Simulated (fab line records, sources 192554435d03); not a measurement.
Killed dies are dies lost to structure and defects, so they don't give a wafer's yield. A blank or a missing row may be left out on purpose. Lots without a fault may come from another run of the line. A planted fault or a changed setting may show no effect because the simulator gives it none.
Problem report in the 8D (eight disciplines) form, filled by code | flow n5_finfet | the parts of the form that need people (team, actions taken, sign-off) are left out

1. THE PROBLEM
barrier_field_endpoint_s at N5_BEOL_M6_CMP_52 reads a mean of 23.5 s on 3 wafers of 2 lots; wafers without a fault read 29.0 s with a standard deviation of 0.85. That is -6.5 standard deviations from the usual mean.
The step: polishes, stops on SiCOH lowk, t overpolish 6.9 s, target thk 80 nm.
First seen on wafer L825.4, day 14 01:23, on cmp-04. The record holds 30 wafers of 10 lots with a number at this step. Rule for "out", or "out of limits": more than 4 standard deviations from the usual mean. The other wafers with a number count as sound.

2. WHAT IT IS AND WHAT IT IS NOT
question                    | is                       | is not
which readings at this step | barrier_field_endpoint_s | clearing_platen_down_force_psi, motor_current_A, slurry_flow_ml_min
which lots                  | L825, L828               | L816, L817, L822, L823, L824, L831, L835, L837
which wafers of those lots  | L825.4, L825.6, L828.6   | L825.3, L828.1, L828.3
read on which tools         | cmp-04                   | cmp-01, cmp-02
when                        | from day 14 01:23        | up to then (16 sound wafers); but 11 sound wafers of L828, L831, L835, L837 came after

3. SUSPECTS, AND WHAT RULES EACH OUT
Counting: a tool at a process step up to the reading stays a suspect if it ran every lot that is out. Sound lots after the first of them don't rule it out here, since some wafers of a struck lot are sound.
- pecvd-01 at N5_BEOL_M6_PECVD_70 (deposits SiO2 from TEOS/O2, target thk 20 nm, time 22.7 s): kept. It ran every lot that is out, first L825 (day 13 19:22); its last sound lot up to then is L824 (day 13 14:08).
- pvd_sputter-03 at N5_BEOL_M6_SURFACE_TREAT_79: kept. It ran every lot that is out, first L825 (day 14 00:14); its last sound lot up to then is L822 (day 12 06:07).
- cmp-04 at N5_BEOL_M6_CMP_52 (polishes, stops on SiCOH lowk, t overpolish 6.9 s, target thk 80 nm): kept. It ran every lot that is out, first L825 (day 14 01:23); its last sound lot up to then is L824 (day 13 22:07). Its own readings are out on those wafers: barrier_field_endpoint_s.
Left after counting: pecvd-01 at N5_BEOL_M6_PECVD_70, pvd_sputter-03 at N5_BEOL_M6_SURFACE_TREAT_79, cmp-04 at N5_BEOL_M6_CMP_52.

4. THE CAUSE (what the simulator had put in)
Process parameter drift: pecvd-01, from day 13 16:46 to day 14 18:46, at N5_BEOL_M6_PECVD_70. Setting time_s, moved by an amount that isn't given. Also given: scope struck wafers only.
Counting left 3 suspects, and this tool is among them.

5. THE CHAIN OF EFFECTS, in route order
Each row: a reading whose mean over the struck wafers that have a number lies more than 3 standard deviations from the usual. Only readings for which the record gives a usual standard deviation are gone through. hours: the time from each lot's start at the first step in this table that gives one to its start at this step, as a median over the lots. sigmas: the change in usual standard deviations.
hours | step              | reading                  | usual  | on struck wafers | change | sigmas
0     | N5_BEOL_M6_CMP_52 | barrier_field_endpoint_s | 29.0 s | 23.5             | -5.5   | -6.5
The process steps in it:
- N5_BEOL_M6_CMP_52: polishes, stops on SiCOH lowk, t overpolish 6.9 s, target thk 80 nm.

6. WHAT WOULD HAVE CAUGHT IT SOONER
In this record the first reading out of limits was taken at day 14 01:23, 9 hours after the fault began at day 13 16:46.
Of the tool readings at N5_BEOL_M6_PECVD_70 for which the record gives a usual standard deviation, none was out on any struck wafer, so an alarm limit of 4 standard deviations on them would not have fired.
All the lots that are out (2) had begun N5_BEOL_M6_PECVD_70 on pecvd-01 by day 14 01:23. A hold on the tool at that time would have spared none of them.
